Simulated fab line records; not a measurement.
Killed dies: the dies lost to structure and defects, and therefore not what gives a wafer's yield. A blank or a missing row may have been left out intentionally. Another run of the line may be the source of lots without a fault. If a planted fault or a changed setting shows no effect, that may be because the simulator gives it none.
fab line records	flow nand_harc
record lots=12	wafers=36	last_day=34
route steps=1302 shown P_M2@333 P_BONDPAD@351 END@1302
lots with no fault: from the same line, run without faults
start_h: start of the lot's first displayed wafer, in hours after the record's first day	wait_h: time in hours since the lot's previous step	" as in the row above	L1.1+2: a row that stands for several wafers	- no value, or no start was given	* or withheld: withheld	< > ~ a bound
route shown NAME@n: names a module that has steps shown in the file, with the first one's number in the route	usual: mean/standard deviation taken from wafers without a fault	same: alike in all rows	chamber/n: place in a boat	sites: each site's reading	_std_site: their standard deviation	_edge_site: outer sites' mean less inner sites'	radius_mm: for every site, how far away it sits from the centre of the wafer	mask NAME#n: copy n	behind: tool/chamber where the wafer was last shaped	hold: why the lot was held/for how many hours/how that ended	device: the transistor (n, p or np) that didn't switch	end of line: the same wafers' tests at the end of the route	step lacking rows: just its recipe	killed: the dies lost at the first sort to structure and to defects; this is not the yield of the wafer	map: a wafer's dies, marking killed ones x, the rest . and places with no die _
set.NAME: the run value of the setting; set.NAME@STEP: its run value at that earlier step	model.NAME: the simulator's own value behind a step, which no gauge read
the route's steps for a sample of lots (tables are steps, rows are wafers)
services: when a tool's chamber went out of use (start_h, in hours from the record's first day, below 0 if earlier), for how many hours, and the reason
## steps
# step NHARC_P_M2_ETCH_15
# recipe target_depth_a=1825	time_s=91.2	c4f8_flow_sccm=withheld	ar_flow_sccm=400	rf_w=600	bias_w=300	chemistry=C4F8/Ar
# usual bias_w=299.9/0.89	oes_product_au=0.932/0.017	rf_vpp_V=442.1/2.2
lot.wafer	tool	chamber	start_h	wait_h	bias_w	oes_product_au	rf_hours_counter_h	rf_vpp_V
L513.2	rie_diel-03	2	-	-	299.3	0.961	1.4	444.6
L513.3	"	3	"	"	300.4	0.970	1.6	440.9
L513.5	"	1	"	"	300.0	0.925	-	442.2
L514.4	rie_diel-01	3	-	-	300.8	0.933	6.1	440.3
L514.1	"	0	"	"	299.9	0.938	5.4	442.7
L514.2	"	1	"	"	300.8	0.927	6.2	438.7
L515.2	rie_diel-03	3	-	-	299.4	0.925	2.0	440.3
L515.4	"	3	"	"	300.8	0.928	-	440.1
L515.6	"	1	"	"	301.7	0.910	-	442.5
L517.4	rie_diel-01	0	-	-	299.1	0.929	6.4	443.1
L517.2	"	1	"	"	299.8	0.928	7.2	439.3
L517.6	"	1	"	"	301.0	0.922	-	441.1
L518.3	rie_diel-01	3	-	-	299.4	0.922	7.6	440.5
L518.4	"	0	"	"	301.2	0.933	6.5	443.2
L518.6	"	2	"	"	300.2	0.942	-	443.6
L521.1	rie_diel-03	3	-	-	298.3	0.920	7.2	441.5
L521.4	"	1	"	"	299.9	0.916	5.8	445.0
L521.6	"	3	"	"	299.8	0.925	-	440.9
L523.3	rie_diel-01	2	-	-	300.5	0.940	1.6	443.3
L523.2	"	3	"	"	299.2	0.958	1.2	439.9
L523.5	"	1	"	"	299.4	0.948	-	440.8
L522.6	rie_diel-03	2	-	-	301.3	0.915	-	447.4
L522.5	"	3	"	"	299.9	0.925	-	440.1
L522.4	"	1	"	"	300.8	0.905	-	441.3
L525.3	rie_diel-01	0	-	-	299.4	0.929	1.4	442.9
L525.5	"	1	"	"	298.6	0.930	-	438.4
L525.6	"	2	"	"	299.8	0.932	-	444.8
L530.1	rie_diel-01	3	-	-	299.3	0.915	4.6	440.5
L530.2	"	1	"	"	299.1	0.946	4.4	438.7
L530.6	"	3	"	"	298.9	0.920	-	438.1
L534.4	rie_diel-06	1	-	-	299.5	0.967	1.4	443.4
L534.1	"	2	"	"	297.7	0.966	1.5	441.6
L534.3	"	0	"	"	299.4	0.949	1.4	443.0
L535.2	rie_diel-06	1	-	-	298.6	0.952	2.5	441.6
L535.6	"	2	"	"	300.6	0.961	-	442.3
L535.5	"	3	"	"	299.6	0.970	-	444.0
# step NHARC_P_M2_INSPECT_27
# usual raw_defect_count=332/130
lot.wafer	tool	chamber	start_h	wait_h	raw_defect_count
L513.2	defect_inspect-02	-	143.21	0.0	229
L513.3	"	-	"	"	208
L513.5	"	-	"	"	423
L514.1	defect_inspect-01	-	154.13	0.0	361
L514.2	"	-	"	"	375
L514.4	"	-	"	"	615
L515.2	defect_inspect-01	-	162.71	0.0	203
L515.4	"	-	"	"	199
L515.6	"	-	"	"	330
L517.2	defect_inspect-02	-	189.14	0.0	602
L517.4	"	-	"	"	276
L517.6	"	-	"	"	353
L518.3	defect_inspect-02	-	193.58	0.0	293
L518.4	"	-	"	"	161
L518.6	"	-	"	"	287
L521.1	defect_inspect-02	-	229.29	0.0	214
L521.4	"	-	"	"	176
L521.6	"	-	"	"	289
L523.2	defect_inspect-02	-	242.87	0.0	235
L523.3	"	-	"	"	228
L523.5	"	-	"	"	472
L522.4	defect_inspect-01	-	245.43	0.0	301
L522.5	"	-	"	"	497
L522.6	"	-	"	"	185
L525.3	defect_inspect-02	-	261.12	0.0	208
L525.5	"	-	"	"	194
L525.6	"	-	"	"	285
L530.1	defect_inspect-02	-	311.68	0.0	240
L530.2	"	-	"	"	185
L530.6	"	-	"	"	291
L534.1	defect_inspect-01	-	355.85	0.0	362
L534.3	"	-	"	"	462
L534.4	"	-	"	"	506
L535.2	defect_inspect-02	-	371.29	0.0	487
L535.5	"	-	"	"	464
L535.6	"	-	"	"	440
# step NHARC_P_M2_PRE_CLEAN_32
# recipe time_s=12	temp_c=370	rf_power_w=300	gas=NH3
# usual heater_power_w=622/88
lot.wafer	tool	chamber	start_h	wait_h	heater_power_w	since_wet_clean_h
L513.2	pecvd-04	0	143.29	0.1	560	42
L513.3	"	1	"	"	708	42
L513.5	"	2	"	"	573	-
L514.1	pecvd-01	1	154.20	0.1	590	11
L514.2	"	0	"	"	757	11
L514.4	"	2	"	"	496	-
L515.2	pecvd-04	0	162.80	0.1	537	61
L515.6	"	1	"	"	773	-
L515.4	"	0	"	"	540	-
L517.2	pecvd-01	1	189.23	0.1	668	46
L517.6	"	2	"	"	488	-
L517.4	"	1	"	"	661	-
L518.3	pecvd-01	1	193.67	0.1	669	50
L518.4	"	2	"	"	522	-
L518.6	"	0	"	"	773	-
L521.1	pecvd-04	2	229.37	0.1	628	128
L521.4	"	1	"	"	663	-
L521.6	"	2	"	"	620	-
L523.2	pecvd-04	0	242.95	0.1	623	142
L523.3	"	1	"	"	681	142
L523.5	"	0	"	"	581	-
L522.6	pecvd-02	1	245.53	0.1	607	-
L522.4	"	2	"	"	559	-
L522.5	"	0	"	"	749	-
L525.3	pecvd-04	2	261.45	0.3	572	160
L525.6	"	0	"	"	511	-
L525.5	"	2	"	"	572	-
L530.2	pecvd-04	2	311.76	0.1	595	29
L530.1	"	0	"	"	633	29
L530.6	"	2	"	"	592	-
L534.3	pecvd-01	2	355.94	0.1	502	32
L534.1	"	0	"	"	716	32
L534.4	"	2	"	"	509	-
L535.2	pecvd-01	0	371.36	0.1	725	47
L535.5	"	0	"	"	717	-
L535.6	"	1	"	"	639	-
# step NHARC_P_BONDPAD_DEP_00
# recipe target_thk_a=2500	temp_c=370	target_thk_nm=250	pressure_torr=3	flow_sccm=200	rf_w=450	material=SiCN
# usual chamber_pressure_Torr=3.001/0.0067	heater_power_w=568/97
lot.wafer	tool	chamber	start_h	wait_h	chamber_pressure_Torr	heater_power_w	since_wet_clean_h
L513.2	pecvd-01	0	143.82	-	2.993	707	0
L513.3	"	1	"	"	2.991	578	1
L513.5	"	1	"	"	3.003	595	-
L514.2	pecvd-01	1	154.72	-	3.006	620	11
L514.1	"	2	"	"	2.992	440	11
L514.4	"	1	"	"	2.997	635	-
L515.2	pecvd-01	2	163.31	-	2.995	451	20
L515.4	"	2	"	"	3.004	461	-
L515.6	"	0	"	"	3.004	597	-
L517.2	pecvd-02	0	189.74	-	3.009	688	131
L517.6	"	2	"	"	2.992	561	-
L517.4	"	1	"	"	3.000	514	-
L518.3	pecvd-01	0	194.11	-	2.990	608	51
L518.6	"	0	"	"	3.001	631	-
L518.4	"	2	"	"	2.998	404	-
L521.1	pecvd-04	0	229.92	-	3.005	552	129
L521.6	"	2	"	"	2.997	487	-
L521.4	"	0	"	"	2.992	458	-
L521.1	pecvd-04	0	230.92	-	2.986	577	-
L521.6	"	2	"	"	2.998	490	-
L521.4	"	0	"	"	2.994	467	-
L523.3	pecvd-01	2	243.47	-	3.003	419	100
L523.2	"	0	"	"	2.996	726	100
L523.5	"	1	"	"	2.998	603	-
L522.5	pecvd-01	1	246.11	-	3.002	585	-
L522.4	"	2	"	"	3.000	393	-
L522.6	"	0	"	"	3.004	728	-
L525.3	pecvd-01	1	261.96	-	2.999	553	119
L525.6	"	0	"	"	3.006	738	-
L525.5	"	1	"	"	2.994	562	-
L525.3	pecvd-01	1	262.55	-	3.005	560	-
L525.6	"	0	"	"	3.007	751	-
L525.5	"	1	"	"	3.002	571	-
L530.1	pecvd-04	2	312.22	-	2.997	524	30
L530.2	"	0	"	"	3.006	539	30
L530.6	"	1	"	"	2.998	670	-
L530.1	pecvd-04	2	312.79	-	3.009	528	-
L530.2	"	0	"	"	3.007	542	-
L530.6	"	1	"	"	2.996	681	-
L534.1	pecvd-01	1	356.39	-	3.006	636	32
L534.3	"	2	"	"	3.001	449	32
L534.4	"	1	"	"	2.996	638	-
L535.2	pecvd-04	2	371.83	-	3.006	476	90
L535.6	"	2	"	"	3.006	493	-
L535.5	"	0	"	"	2.993	494	-
# step NHARC_END_SORT_01
# recipe temp_c=25
# usual defect_limited_yield=91.5/2.4	killed_at_array=52/17	killed_at_other=0.9/1.2	killed_at_periphery=3.9/2.7	killed_dies=57/16	killed_open=3.3/1.9	killed_short=2.5/1.5	sort_bin_2_pct=3.0/1.2	sort_bin_3_pct=0.6/0.34	sort_bin_4_pct=4.8/1.3	sort_n_pass=620/16	sort_rim_yield_pct=89/4.3	sort_yield_pct=91.5/2.4
# same gross_dies=677	sort_bin_5_pct[%]=0	sort_bin_6_pct[%]=0	sort_bin_7_pct[%]=0	sort_bin_8_pct[%]=0	sort_rim_n_gross=106.00
lot.wafer	tool	chamber	start_h	wait_h	defect_limited_yield[%]	killed_at_array	killed_at_other	killed_at_periphery	killed_dies	killed_open	killed_short	sort_bin_2_pct[%]	sort_bin_3_pct[%]	sort_bin_4_pct[%]	sort_n_pass	sort_rim_yield_pct[%]	sort_yield_pct[%]
L515.2	prober-02	0	585.98	2.8	91.0	58	1	2	61	3	2	2.8	1.0	5.2	616	81	91.0
L515.4	prober-02	0	587.57	3.4	91.9	52	1	2	55	5	3	3.5	0.1	4.4	622	90	91.9
L515.6	prober-02	0	589.16	4.0	91.3	50	1	8	59	3	5	2.7	0.7	5.3	618	87	91.3
L513.2	prober-01	0	586.04	2.8	86.3	87	0	6	93	8	3	5.2	1.0	7.5	584	90	86.3
L513.3	prober-01	0	586.84	3.1	88.2	75	0	5	80	3	1	4.6	1.3	5.9	597	86	88.2
L513.5	prober-01	0	588.44	3.7	86.7	87	0	3	90	3	2	5.5	0.6	7.2	587	93	86.7
L514.1	prober-02	0	592.98	2.5	90.8	59	0	3	62	2	1	4.1	0.7	4.3	615	94	90.8
L514.2	prober-02	0	593.78	2.8	88.3	76	0	3	79	2	2	4.3	0.9	6.5	598	93	88.3
L514.4	prober-02	0	595.38	3.4	88.0	80	0	1	81	2	4	5.2	0.4	6.4	596	89	88.0
L518.3	prober-02	0	623.84	3.1	88.3	76	0	3	79	1	3	4.6	1.5	5.6	598	94	88.3
L518.4	prober-02	0	624.64	3.4	89.4	71	0	1	72	2	1	3.8	0.7	6.1	605	92	89.4
L518.6	prober-02	0	626.24	4.0	89.4	71	0	1	72	3	6	4.7	1.0	4.9	605	92	89.4
L517.2	prober-01	0	638.22	2.8	94.7	32	4	0	36	3	3	1.0	0.1	4.1	641	94	94.7
L517.4	prober-01	0	639.84	3.4	96.2	24	1	1	26	1	4	0.9	0.1	2.8	651	93	96.2
L517.6	prober-01	0	641.46	4.0	94.4	28	2	8	38	7	5	1.6	0.4	3.5	639	94	94.4
L521.1	prober-02	0	654.81	2.5	90.3	57	3	6	66	3	2	3.2	0.6	5.9	611	83	90.3
L521.4	prober-02	0	657.23	3.4	91.9	48	2	5	55	4	1	3.4	0.9	3.8	622	90	91.9
L521.6	prober-02	0	658.83	4.0	90.8	55	2	5	62	3	2	3.2	1.0	4.9	615	92	90.8
L523.2	prober-01	0	670.54	2.8	92.0	51	0	3	54	4	4	3.2	0.6	4.1	623	87	92.0
L523.3	prober-01	0	671.34	3.1	90.0	67	0	1	68	2	0	4.6	0.4	5.0	609	92	90.0
L523.5	prober-01	0	672.92	3.7	91.4	50	2	6	58	4	3	3.1	0.4	5.0	619	87	91.4
L522.4	prober-02	0	672.18	3.4	92.6	42	1	7	50	3	2	2.2	0.3	4.9	627	91	92.6
L522.5	prober-02	0	672.97	3.7	92.6	43	0	7	50	2	1	2.7	0.4	4.3	627	85	92.6
L522.6	prober-02	0	673.76	4.0	94.4	34	0	4	38	4	2	1.6	0.3	3.7	639	87	94.4
L525.3	prober-01	0	679.13	3.1	91.7	47	5	4	56	3	4	3.0	0.7	4.6	621	94	91.7
L525.5	prober-01	0	680.76	3.8	89.5	60	6	5	71	2	3	4.3	0.9	5.3	606	92	89.5
L525.6	prober-01	0	681.57	4.1	93.1	45	1	1	47	2	2	1.5	0.4	5.0	630	90	93.1
L530.1	prober-01	0	741.36	2.5	89.4	66	0	6	72	7	3	3.2	1.3	6.1	605	84	89.4
L530.2	prober-01	0	742.15	2.8	90.3	54	0	12	66	6	2	3.0	1.2	5.6	611	90	90.3
L530.6	prober-01	0	745.28	3.9	90.8	53	1	8	62	6	2	3.4	0.7	5.0	615	86	90.8
L535.2	prober-01	0	806.79	2.8	88.8	73	0	3	76	3	7	4.7	0.6	5.9	601	82	88.8
L535.5	prober-01	0	809.16	3.7	90.4	65	0	0	65	2	4	3.1	0.4	6.1	612	79	90.4
L535.6	prober-01	0	809.95	4.0	90.0	65	0	3	68	5	3	4.3	0.4	5.3	609	83	90.0
L534.1	prober-01	0	813.76	2.5	91.9	53	0	2	55	3	3	2.7	0.4	5.0	622	82	91.9
L534.3	prober-01	0	815.39	3.1	92.3	49	0	3	52	3	4	2.1	0.7	4.9	625	84	92.3
L534.4	prober-01	0	816.21	3.5	92.9	46	0	2	48	1	0	3.4	0.4	3.2	629	84	92.9
# killed by level:class
L515.2 A_CHANNEL_HOLE_D1:chamber_film_flake=26 A_SLIT:chamber_film_flake=10 A_CHANNEL_HOLE_D2:chamber_film_flake=9 A_STAIRCASE:chamber_film_flake=4 A_CONTACT:chamber_film_flake=4 P_CONTACT:geometric_particle:open=1 A_ONON_D1:geometric_particle:short=1 A_ONON_D2:geometric_particle:short=1
L513.2 A_CHANNEL_HOLE_D1:chamber_film_flake=27 A_CHANNEL_HOLE_D2:chamber_film_flake=23 A_SLIT:chamber_film_flake=20 A_STAIRCASE:chamber_film_flake=3 A_CHANNEL_FILL_D2:geometric_particle:open=2 P_M2:chamber_film_flake=2 A_CONTACT:chamber_film_flake=2 P_STI:geometric_particle:open=1
L513.3 A_CHANNEL_HOLE_D2:chamber_film_flake=35 A_CHANNEL_HOLE_D1:chamber_film_flake=25 A_SLIT:chamber_film_flake=8 P_M2:chamber_film_flake=2 A_STAIRCASE:chamber_film_flake=2 A_CONTACT:chamber_film_flake=2 P_M0:geometric_particle:short=1 P_M0:geometric_particle:open=1
L515.4 A_CHANNEL_HOLE_D1:chamber_film_flake=29 A_SLIT:chamber_film_flake=8 A_CHANNEL_HOLE_D2:chamber_film_flake=3 A_CONTACT:chamber_film_flake=3 A_ONON_D1:geometric_particle:open=2 A_CONTACT:geometric_particle:open=2 P_CONTACT:geometric_particle:short=1 A_ONON_D1:geometric_particle:short=1
L513.5 A_CHANNEL_HOLE_D1:chamber_film_flake=32 A_CHANNEL_HOLE_D2:chamber_film_flake=27 A_SLIT:chamber_film_flake=19 A_CONTACT:chamber_film_flake=5 A_CHANNEL_FILL_D2:geometric_particle:open=2 P_GATE:geometric_particle:open=1 A_DECK1_JOINT:geometric_particle:short=1 A_CHANNEL_FILL_D2:geometric_particle:short=1
L515.6 A_CHANNEL_HOLE_D1:chamber_film_flake=28 A_SLIT:chamber_film_flake=6 P_STI:chamber_film_flake=5 A_CONTACT:chamber_film_flake=4 P_GATE:chamber_film_flake=3 A_CHANNEL_HOLE_D2:chamber_film_flake=3 A_BLC:geometric_particle:short=2 A_CHANNEL_HOLE_D1:geometric_particle:open=1
L514.1 A_CHANNEL_HOLE_D1:chamber_film_flake=26 A_CHANNEL_HOLE_D2:chamber_film_flake=23 P_ZERO_WELL:chamber_film_flake=2 A_CHANNEL_FILL_D1:chamber_film_flake=2 A_WL_FILL:chamber_film_flake=2 A_CONTACT:unspecified=2 A_CHANNEL_FILL_D1:geometric_particle:open=1 A_SGD_CUT:geometric_particle:short=1
L514.2 A_CHANNEL_HOLE_D2:chamber_film_flake=34 A_CHANNEL_HOLE_D1:chamber_film_flake=31 A_WL_FILL:chamber_film_flake=3 P_GATE:chamber_film_flake=2 A_ZERO_WELL:chamber_film_flake=2 A_CHANNEL_FILL_D1:geometric_particle:short=1 A_CHANNEL_FILL_D1:geometric_particle:open=1 A_CHANNEL_FILL_D2:geometric_particle:short=1
L514.4 A_CHANNEL_HOLE_D1:chamber_film_flake=32 A_CHANNEL_HOLE_D2:chamber_film_flake=31 A_WL_FILL:chamber_film_flake=3 A_CONTACT:unspecified=3 A_CONTACT:chamber_film_flake=3 A_STAIRCASE:chamber_film_flake=2 P_STI:geometric_particle:short=1 A_CHANNEL_HOLE_D1:geometric_particle:short=1
L518.3 A_CHANNEL_HOLE_D2:chamber_film_flake=33 A_CHANNEL_HOLE_D1:chamber_film_flake=30 A_CONTACT:chamber_film_flake=4 P_CONTACT:chamber_film_flake=2 A_SGD_CUT:chamber_film_flake=2 A_ONON_D1:geometric_particle:short=1 A_CHANNEL_HOLE_D1:geometric_particle:short=1 A_CHANNEL_FILL_D1:geometric_particle:short=1
L518.4 A_CHANNEL_HOLE_D2:chamber_film_flake=31 A_CHANNEL_HOLE_D1:chamber_film_flake=29 A_CONTACT:chamber_film_flake=5 A_SGD_CUT:chamber_film_flake=3 P_GATE:geometric_particle:short=1 A_CHANNEL_FILL_D1:geometric_particle:open=1 A_DECK1_JOINT:geometric_particle:open=1 A_STAIRCASE:chamber_film_flake=1
L518.6 A_CHANNEL_HOLE_D1:chamber_film_flake=30 A_CHANNEL_HOLE_D2:chamber_film_flake=28 A_CHANNEL_FILL_D1:geometric_particle:short=3 A_SGD_CUT:chamber_film_flake=3 A_DECK1_JOINT:geometric_particle:short=2 A_ONON_D1:geometric_particle:open=1 A_ONON_D2:geometric_particle:open=1 A_CHANNEL_HOLE_D2:geometric_particle:short=1
L517.2 A_CHANNEL_HOLE_D2:chamber_film_flake=10 A_CHANNEL_HOLE_D1:chamber_film_flake=5 THIN_TSV:chamber_film_flake=4 A_STAIRCASE:chamber_film_flake=3 A_M0:geometric_particle:short=2 A_CHANNEL_FILL_D1:chamber_film_flake=2 A_SLIT:chamber_film_flake=2 A_CONTACT:chamber_film_flake=2
L517.4 A_CHANNEL_HOLE_D1:chamber_film_flake=7 A_CONTACT:chamber_film_flake=4 A_CHANNEL_HOLE_D2:chamber_film_flake=4 A_STAIRCASE:chamber_film_flake=3 A_WL_FILL:geometric_particle:short=2 A_WL_FILL:chamber_film_flake=2 P_M0:geometric_particle:short=1 A_CHANNEL_FILL_D1:geometric_particle:short=1
L517.6 A_CHANNEL_HOLE_D2:chamber_film_flake=10 P_GATE:geometric_particle:open=3 A_WL_FILL:chamber_film_flake=3 A_CHANNEL_HOLE_D1:chamber_film_flake=2 A_CHANNEL_FILL_D1:chamber_film_flake=2 A_CHANNEL_FILL_D2:chamber_film_flake=2 A_CONTACT:chamber_film_flake=2 THIN_TSV:chamber_film_flake=2
L521.1 A_CHANNEL_HOLE_D1:chamber_film_flake=35 A_CONTACT:chamber_film_flake=9 A_CHANNEL_HOLE_D2:chamber_film_flake=7 A_SLIT:chamber_film_flake=3 THIN_TSV:chamber_film_flake=3 P_CONTACT:geometric_particle:open=2 P_STI:chamber_film_flake=2 P_M0:geometric_particle:open=1
L521.4 A_CHANNEL_HOLE_D1:chamber_film_flake=30 A_CHANNEL_HOLE_D2:chamber_film_flake=7 A_CONTACT:chamber_film_flake=7 P_STI:chamber_film_flake=3 THIN_TSV:chamber_film_flake=2 P_GATE:geometric_particle:open=1 P_CONTACT:geometric_particle:open=1 A_ONON_D1:geometric_particle:open=1
L521.6 A_CHANNEL_HOLE_D1:chamber_film_flake=29 A_CHANNEL_HOLE_D2:chamber_film_flake=12 A_CONTACT:chamber_film_flake=6 P_STI:chamber_film_flake=4 A_CHANNEL_FILL_D1:chamber_film_flake=2 THIN_TSV:chamber_film_flake=2 A_ONON_D1:geometric_particle:open=1 A_DECK1_JOINT:geometric_particle:short=1
L523.2 A_CHANNEL_HOLE_D1:chamber_film_flake=33 A_CHANNEL_HOLE_D2:chamber_film_flake=7 A_CHANNEL_FILL_D2:geometric_particle:open=2 A_CONTACT:chamber_film_flake=2 P_GATE:geometric_particle:short=1 A_CHANNEL_HOLE_D1:geometric_particle:short=1 A_CHANNEL_FILL_D1:geometric_particle:open=1 A_CHANNEL_FILL_D1:geometric_particle:short=1
L523.3 A_CHANNEL_HOLE_D1:chamber_film_flake=37 A_CHANNEL_HOLE_D2:chamber_film_flake=18 A_STAIRCASE:chamber_film_flake=3 A_M1:chamber_film_flake=3 A_ONON_D1:geometric_particle:open=1 A_CHANNEL_HOLE_D2:geometric_particle:open=1 P_GATE:chamber_film_flake=1 A_DECK1_JOINT:chamber_film_flake=1
L522.4 A_SLIT:chamber_film_flake=25 A_CHANNEL_HOLE_D1:chamber_film_flake=4 A_M1:chamber_film_flake=4 P_GATE:chamber_film_flake=3 P_STI:chamber_film_flake=2 A_STAIRCASE:chamber_film_flake=2 P_GATE:geometric_particle:open=1 P_M0:geometric_particle:short=1
L523.5 A_CHANNEL_HOLE_D1:chamber_film_flake=26 A_CHANNEL_HOLE_D2:chamber_film_flake=7 A_M1:chamber_film_flake=5 P_BONDPAD:chamber_film_flake=4 P_ZERO_WELL:chamber_film_flake=2 A_WL_FILL:chamber_film_flake=2 A_CHANNEL_FILL_D1:geometric_particle:short=1 A_SGD_CUT:geometric_particle:open=1
L522.5 A_SLIT:chamber_film_flake=32 A_CONTACT:chamber_film_flake=4 P_STI:chamber_film_flake=3 A_CHANNEL_HOLE_D1:chamber_film_flake=3 P_ZERO_WELL:chamber_film_flake=2 P_GATE:chamber_film_flake=2 A_ONON_D1:geometric_particle:short=1 A_ONON_D1:geometric_particle:open=1
L522.6 A_SLIT:chamber_film_flake=12 A_CONTACT:chamber_film_flake=7 A_CHANNEL_HOLE_D1:chamber_film_flake=5 A_CHANNEL_FILL_D1:chamber_film_flake=3 P_GATE:geometric_particle:open=1 A_ONON_D1:geometric_particle:short=1 A_DECK1_JOINT:geometric_particle:open=1 A_ONON_D2:geometric_particle:open=1
L525.3 A_CHANNEL_HOLE_D1:chamber_film_flake=24 A_CHANNEL_HOLE_D2:chamber_film_flake=7 THIN_TSV:chamber_film_flake=5 A_SLIT:chamber_film_flake=3 A_STAIRCASE:chamber_film_flake=3 A_ZERO_WELL:chamber_film_flake=2 A_CONTACT:chamber_film_flake=2 P_CONTACT:geometric_particle:short=1
L525.5 A_CHANNEL_HOLE_D1:chamber_film_flake=33 A_CHANNEL_HOLE_D2:chamber_film_flake=18 THIN_TSV:chamber_film_flake=5 A_SLIT:chamber_film_flake=3 P_M1:chamber_film_flake=2 P_M0:geometric_particle:short=1 A_ONON_D1:geometric_particle:open=1 A_DECK1_JOINT:geometric_particle:short=1
L525.6 A_CHANNEL_HOLE_D1:chamber_film_flake=30 A_CHANNEL_HOLE_D2:chamber_film_flake=7 A_CONTACT:chamber_film_flake=2 P_CONTACT:geometric_particle:open=1 A_ONON_D1:geometric_particle:open=1 A_ONON_D1:geometric_particle:short=1 A_DECK1_JOINT:geometric_particle:short=1 A_DECK1_JOINT:chamber_film_flake=1
L530.1 A_CHANNEL_HOLE_D1:chamber_film_flake=31 A_SLIT:chamber_film_flake=14 A_STAIRCASE:chamber_film_flake=4 A_CONTACT:chamber_film_flake=4 A_CHANNEL_FILL_D2:geometric_particle:short=2 P_M1:chamber_film_flake=2 P_M2:chamber_film_flake=2 A_CHANNEL_FILL_D2:chamber_film_flake=2
L530.2 A_CHANNEL_HOLE_D1:chamber_film_flake=33 P_M1:chamber_film_flake=10 A_SLIT:chamber_film_flake=10 A_ONON_D1:geometric_particle:short=2 A_DECK1_JOINT:geometric_particle:open=2 P_CONTACT:geometric_particle:open=1 P_M2:geometric_particle:open=1 A_CHANNEL_FILL_D1:geometric_particle:open=1
L530.6 A_CHANNEL_HOLE_D1:chamber_film_flake=34 A_SLIT:chamber_film_flake=8 P_M1:chamber_film_flake=6 A_CHANNEL_FILL_D2:chamber_film_flake=2 P_CONTACT:geometric_particle:open=1 A_CHANNEL_HOLE_D1:geometric_particle:open=1 A_CHANNEL_FILL_D2:geometric_particle:short=1 A_CHANNEL_FILL_D2:geometric_particle:open=1
L535.2 A_CHANNEL_HOLE_D2:chamber_film_flake=26 A_SLIT:chamber_film_flake=12 A_CHANNEL_HOLE_D1:chamber_film_flake=10 A_CONTACT:chamber_film_flake=6 A_SGD_CUT:chamber_film_flake=6 A_STAIRCASE:chamber_film_flake=3 A_CHANNEL_FILL_D1:geometric_particle:short=2 A_CHANNEL_FILL_D2:geometric_particle:short=2
L535.5 A_CHANNEL_HOLE_D2:chamber_film_flake=27 A_CHANNEL_HOLE_D1:chamber_film_flake=11 A_CONTACT:chamber_film_flake=10 A_SLIT:chamber_film_flake=6 A_SGD_CUT:chamber_film_flake=3 A_WL_FILL:geometric_particle:short=2 A_DECK1_JOINT:geometric_particle:open=1 A_ONON_D2:geometric_particle:short=1
L535.6 A_CHANNEL_HOLE_D1:chamber_film_flake=20 A_SLIT:chamber_film_flake=12 A_CHANNEL_HOLE_D2:chamber_film_flake=11 A_CONTACT:chamber_film_flake=9 A_STAIRCASE:chamber_film_flake=3 P_M0:geometric_particle:short=1 P_M2:geometric_particle:short=1 A_ONON_D1:geometric_particle:open=1
L534.1 A_CHANNEL_HOLE_D2:chamber_film_flake=21 A_CHANNEL_HOLE_D1:chamber_film_flake=9 A_SLIT:chamber_film_flake=9 A_CONTACT:chamber_film_flake=4 A_CHANNEL_FILL_D2:geometric_particle:open=2 A_STAIRCASE:chamber_film_flake=2 P_STI:geometric_particle:short=1 P_M2:geometric_particle:open=1
L534.3 A_SLIT:chamber_film_flake=19 A_CHANNEL_HOLE_D1:chamber_film_flake=10 A_CHANNEL_HOLE_D2:chamber_film_flake=8 A_STAIRCASE:chamber_film_flake=3 A_CONTACT:chamber_film_flake=3 P_GATE:geometric_particle:short=1 P_M2:geometric_particle:short=1 A_CHANNEL_FILL_D1:geometric_particle:short=1
L534.4 A_CHANNEL_HOLE_D2:chamber_film_flake=25 A_SLIT:chamber_film_flake=13 A_CHANNEL_HOLE_D1:chamber_film_flake=3 P_GATE:chamber_film_flake=2 A_CONTACT:chamber_film_flake=2 A_STAIRCASE:chamber_film_flake=2 A_ONON_D2:geometric_particle:open=1
## services
tool	chamber	start_h	hours	kind
rie_diel-01	3	124.37	6.5	repair
rie_diel-06	0	124.73	10.0	repair
pecvd-01	2	128.97	5.6	repair
rie_diel-06	-	130.20	9.0	pm
pecvd-01	-	130.40	13.0	pm
rie_diel-01	0	131.77	10.1	repair
rie_diel-01	-	138.17	1.8	repair
rie_diel-03	0	152.75	22.0	repair
pecvd-04	1	154.14	5.8	repair
rie_diel-01	-	183.56	0.4	repair
rie_diel-01	-	203.81	9.0	pm
rie_diel-06	-	210.26	0.9	repair
pecvd-04	-	214.77	0.8	repair
pecvd-02	-	227.00	13.0	pm
rie_diel-03	0	236.58	10.8	repair
rie_diel-06	1	253.53	1.3	repair
pecvd-04	-	269.35	13.0	pm
rie_diel-03	1	269.49	1.3	repair
rie_diel-03	0	281.09	10.8	repair
rie_diel-03	-	281.30	9.0	pm
pecvd-04	-	297.80	0.6	repair
pecvd-01	-	311.40	13.0	pm
pecvd-04	1	349.72	4.1	repair
rie_diel-01	3	369.34	6.2	repair
## key
first_sign step=NHARC_P_BONDPAD_DEP_00	reading=visit	direction=added
effect none on later readings
met_at NHARC_P_BONDPAD_DEP_00
struck_lots L521,L525,L530
not_acting_at NHARC_P_M2_ETCH_15,NHARC_P_M2_INSPECT_27,NHARC_P_M2_PRE_CLEAN_32
fault kind=repeated_step_whole	tool=pecvd-01,pecvd-02,pecvd-04	chamber=-	onset_h=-	steps=NHARC_P_BONDPAD_DEP_00	times=1	scope=struck_lots_only
